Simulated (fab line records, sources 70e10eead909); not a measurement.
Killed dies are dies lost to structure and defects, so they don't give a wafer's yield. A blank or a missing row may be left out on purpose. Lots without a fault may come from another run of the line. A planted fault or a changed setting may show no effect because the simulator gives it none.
Problem report in the 8D (eight disciplines) form, filled by code | flow nand_harc | the parts of the form that need people (team, actions taken, sign-off) are left out

1. THE PROBLEM
exposure_dose_mJ_cm2 at NHARC_A_STAIRCASE_EXPOSE_286 reads a mean of 18.686 on 6 wafers of 2 lots; wafers without a fault read 25.012 with a standard deviation of 0.023. That is -99 or more standard deviations from the usual mean.
The step: exposes mask CHOP 100.
First seen on wafer L633.1, day 15 20:22, on krf_scanner-04. The record holds 36 wafers of 12 lots with a number at this step. Rule for "out", or "out of limits": more than 4 standard deviations from the usual mean. The other wafers with a number count as sound.

2. WHAT IT IS AND WHAT IT IS NOT
question                    | is                     | is not
which readings at this step | exposure_dose_mJ_cm2   | -
which lots                  | L633, L635             | L615, L616, L617, L619, L620, L621, L623, L624, L625, L638
which wafers of those lots  | all that have a number | -
read on which tools         | krf_scanner-04         | krf_scanner-01, krf_scanner-02
when                        | from day 15 20:22      | up to then (27 sound wafers); but 3 sound wafers of L638 came after

3. SUSPECTS, AND WHAT RULES EACH OUT
Counting: a tool at a process step up to the reading stays a suspect if it ran every lot that is out and no sound lot after the first of them.
- krf_scanner-04 at NHARC_A_STAIRCASE_EXPOSE_286 (exposes mask CHOP 100): kept. It ran every lot that is out, first L633 (day 15 20:22), and no sound lot after that; its last sound lot up to then is L616 (day 12 15:32). Its own readings are out on those wafers: exposure_dose_mJ_cm2.
Left after counting: krf_scanner-04 at NHARC_A_STAIRCASE_EXPOSE_286.

4. THE CAUSE (what the simulator had put in)
Process parameter drift: krf_scanner-04, from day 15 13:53 on, at NHARC_A_STAIRCASE_EXPOSE_286. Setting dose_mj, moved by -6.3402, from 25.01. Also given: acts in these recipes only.
Counting left only this tool.

5. THE CHAIN OF EFFECTS, in route order
Each row: a reading whose mean over the struck wafers that have a number lies more than 3 standard deviations from the usual. Only readings for which the record gives a usual standard deviation are gone through. hours: the time from each lot's start at the first step in this table that gives one to its start at this step, as a median over the lots. sigmas: the change in usual standard deviations.
hours | step                         | reading              | usual  | on struck wafers | change | sigmas
0     | NHARC_A_STAIRCASE_EXPOSE_286 | exposure_dose_mJ_cm2 | 25.012 | 18.686           | -6.326 | -99 or more
The process steps in it:
- NHARC_A_STAIRCASE_EXPOSE_286: exposes mask CHOP 100.
Later measuring or inspecting steps at which every struck wafer that the step has a row for has a number for every such reading, and none has moved that far: NHARC_END_SORT_01.

6. WHAT WOULD HAVE CAUGHT IT SOONER
In this record the first reading out of limits was taken at day 15 20:22, 6 hours after the fault began at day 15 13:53.
